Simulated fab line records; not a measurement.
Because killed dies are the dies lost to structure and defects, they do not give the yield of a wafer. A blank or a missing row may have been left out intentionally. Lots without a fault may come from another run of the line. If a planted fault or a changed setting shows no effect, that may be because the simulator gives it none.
Which tool is to blame? ; flow nandHarc ; 12 lots with 36 wafers sampled at 5 steps, on a route of 1302 steps

== WHAT THE GAUGES READ, wafer by wafer ==
NHARC_A_M1_OVL_MEAS_10: pitch 240 nm.
lot;measured;on;overlayXNm (nm)
L076;day 23 08:43;overlay-02;0.1 -0.1 0.5
L077;day 24 00:24;overlay-01;-0.2 0.7 0.6
L080;day 25 06:55;overlay-01;-0.1 -0.9 0.1
L083;day 26 10:49;overlay-02;1.2 0.3 1.1
L082;day 27 12:08;overlay-02;-0.8 -0.4 -0.5
L084;day 27 15:43;overlay-02;0.4 0.7 0.3
L086;day 28 10:41;overlay-01;0.1 0.6 -0.8
L089;day 29 21:18;overlay-01;0.2 -0.1 -0.2
L092;day 30 14:37;overlay-01;-0.5 -0.5 -0.4
L093;day 30 20:17;overlay-01;0.2 0.4 0.0
L094;day 31 13:23;overlay-02;0.8 0.5 0.2
L097;day 32 10:04;overlay-02;0.2 0.9 0.5

== WHICH TOOL RAN EACH LOT (tool, then ch and the chambers of the sampled wafers, then the start) ==
lot;NHARC_A_BLC_ETCH_16;NHARC_A_BLC_ETCH_17;NHARC_A_BLC_CVD_24;NHARC_A_M0_PRE_CLEAN_29
L076;rieDiel-09 ch 0,3, day 23 00:27;rieDiel-09 ch 1,2,3, day 23 08:43 or earlier;cvdW-02 ch 0,1, day 23 08:43 or earlier;pvdSputter-01, day 23 08:43 or earlier
L077;rieDiel-03 ch 1,2,3, day 23 16:29;rieDiel-03 ch 1,2,3, day 24 00:24 or earlier;cvdW-02 ch 0,1, day 24 00:24 or earlier;pvdSputter-03, day 24 00:24 or earlier
L080;rieDiel-07 ch 0,1,2, day 24 23:00;rieDiel-07 ch 0,1,2, day 25 06:55 or earlier;cvdW-02 ch 0,1, day 25 06:55 or earlier;pvdSputter-02, day 25 06:55 or earlier
L083;rieDiel-09 ch 0,1,3, day 26 02:51;rieDiel-09 ch 0,3, day 26 10:49 or earlier;cvdW-02 ch 0,1, day 26 10:49 or earlier;pvdSputter-02, day 26 10:49 or earlier
L082;rieDiel-09 ch 0,1,2, day 27 03:40;rieDiel-09 ch 0,1,2, day 27 12:08 or earlier;cvdW-01 ch 0,1, day 27 12:08 or earlier;pvdSputter-03, day 27 12:08 or earlier
L084;rieDiel-09 ch 1,2, day 27 07:36;rieDiel-09 ch 2,3, day 27 15:43 or earlier;cvdW-02 ch 0,1, day 27 15:43 or earlier;pvdSputter-03, day 27 15:43 or earlier
L086;rieDiel-09 ch 0,2, day 28 02:56;rieDiel-09 ch 1,2, day 28 10:41 or earlier;cvdW-02 ch 0,1, day 28 10:41 or earlier;pvdSputter-02, day 28 10:41 or earlier
L089;rieDiel-03 ch 1,2,3, day 29 13:40;rieDiel-03 ch 0,1,3, day 29 21:18 or earlier;cvdW-01 ch 1, day 29 21:18 or earlier;pvdSputter-01, day 29 21:18 or earlier
L092;rieDiel-09 ch 0,2,3, day 30 06:37;rieDiel-09 ch 0,1,2, day 30 14:37 or earlier;cvdW-01 ch 0,1, day 30 14:37 or earlier;pvdSputter-01, day 30 14:37 or earlier
L093;rieDiel-09 ch 2,3, day 30 12:32;rieDiel-09 ch 1,2, day 30 20:17 or earlier;cvdW-01 ch 0,1, day 30 20:17 or earlier;pvdSputter-01, day 30 20:17 or earlier
L094;rieDiel-07 ch 1,2, day 31 05:28;rieDiel-07 ch 0,2,3, day 31 13:23 or earlier;cvdW-02 ch 0,1, day 31 13:23 or earlier;pvdSputter-02, day 31 13:23 or earlier
L097;rieDiel-09 ch 0,1,2, day 32 02:11;rieDiel-09 ch 0,2,3, day 32 10:04 or earlier;cvdW-01 ch 0,1, day 32 10:04 or earlier;pvdSputter-01, day 32 10:04 or earlier
- NHARC_A_BLC_ETCH_16: etches the open film in CF4, target depth 39 nm, time 65 s.
- NHARC_A_BLC_ETCH_17: etches the open film in N2/H2, target depth 390 nm, time 609.38 s.
- NHARC_A_BLC_CVD_24: deposits W, target thk 150 nm, time 434 s.
- NHARC_A_M0_PRE_CLEAN_29: time 30 s.

== THE ANSWER, worked out from the rows above alone ==
Rule: what is usual is taken from the lots themselves. Put in order of their means at a reading, lots are off if they are a third of the lots or fewer, leave a main group of 4 or more, and stand apart from it by a gap of 3 or more times the standard deviation of the main group's means; of several such gaps the widest counts. A main group whose means are all the same, to the digits that the tables above print for the reading, isn't used. Also off: a lot with no number at a reading for which 4 or more lots have one. All remaining lots with rows at the step are treated as sound.
No lot is off at any reading shown: from this, nothing can be told.

== WHAT WAS PUT IN BY THE SIMULATOR ==
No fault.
